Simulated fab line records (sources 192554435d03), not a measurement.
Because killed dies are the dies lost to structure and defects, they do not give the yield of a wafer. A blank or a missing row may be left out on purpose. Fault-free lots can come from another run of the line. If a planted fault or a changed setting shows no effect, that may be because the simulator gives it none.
Chamber matching + flow n5 finfet + rie diel-02 running N5_DUMMY_GATE_ETCH_37: 4 sister chambers
The step etches SOC in N2/H2, target depth 60 nm, overetch 30 nm. 4 wafers are shown with their chamber, then 11 later ones without.

== EACH WAFER AND ITS CHAMBER ==
| wafer  | chamber | throttle valve pct (%) |
|--------|---------|------------------------|
| L080.4 | 2       | 18.20                  |
| L086.5 | 1       | 18.02                  |
| L087.6 | 3       | 17.70                  |
| L088.1 | 0       | 17.28                  |

== WAFERS MISSING THEIR CHAMBER ==
| wafer  | throttle valve pct (%) |
|--------|------------------------|
| L088.2 | 18.00                  |
| L088.3 | 17.70                  |
| L092.1 | 17.27                  |
| L092.3 | 18.04                  |
| L092.4 | 18.24                  |
| L094.2 | 18.24                  |
| L094.3 | 17.30                  |
| L094.5 | 18.24                  |
| L097.2 | 18.04                  |
| L097.4 | 17.31                  |
| L097.5 | 17.72                  |

== THE CHAMBER EACH PASSED THROUGH ==
| wafer  | from the rows above | in truth |
|--------|---------------------|----------|
| L088.2 | 1                   | 1        |
| L088.3 | 3                   | 3        |
| L092.1 | 0                   | 0        |
| L092.3 | 1                   | 1        |
| L092.4 | 2                   | 2        |
| L094.2 | 2                   | 2        |
| L094.3 | 0                   | 0        |
| L094.5 | 2                   | 2        |
| L097.2 | 1                   | 1        |
| L097.4 | 0                   | 0        |
| L097.5 | 3                   | 3        |
Placed correctly: 11 of 11. Not placeable from these rows: 0. Wrongly placed: 0.
How it was worked out, from the rows above alone: a wafer's distance from a chamber is the root of the sum, over the readings, of the square of ((its reading less the chamber's mean) divided by the reading's scatter). If the next closest chamber is less than 2 further off than the closest, the wafer can't be placed; otherwise it belongs to the closest. A chamber's mean is the mean of its shown wafers. The scatter: with one shown wafer a chamber, the root of the mean of the squares of how far each hidden wafer lies from its nearest shown one.
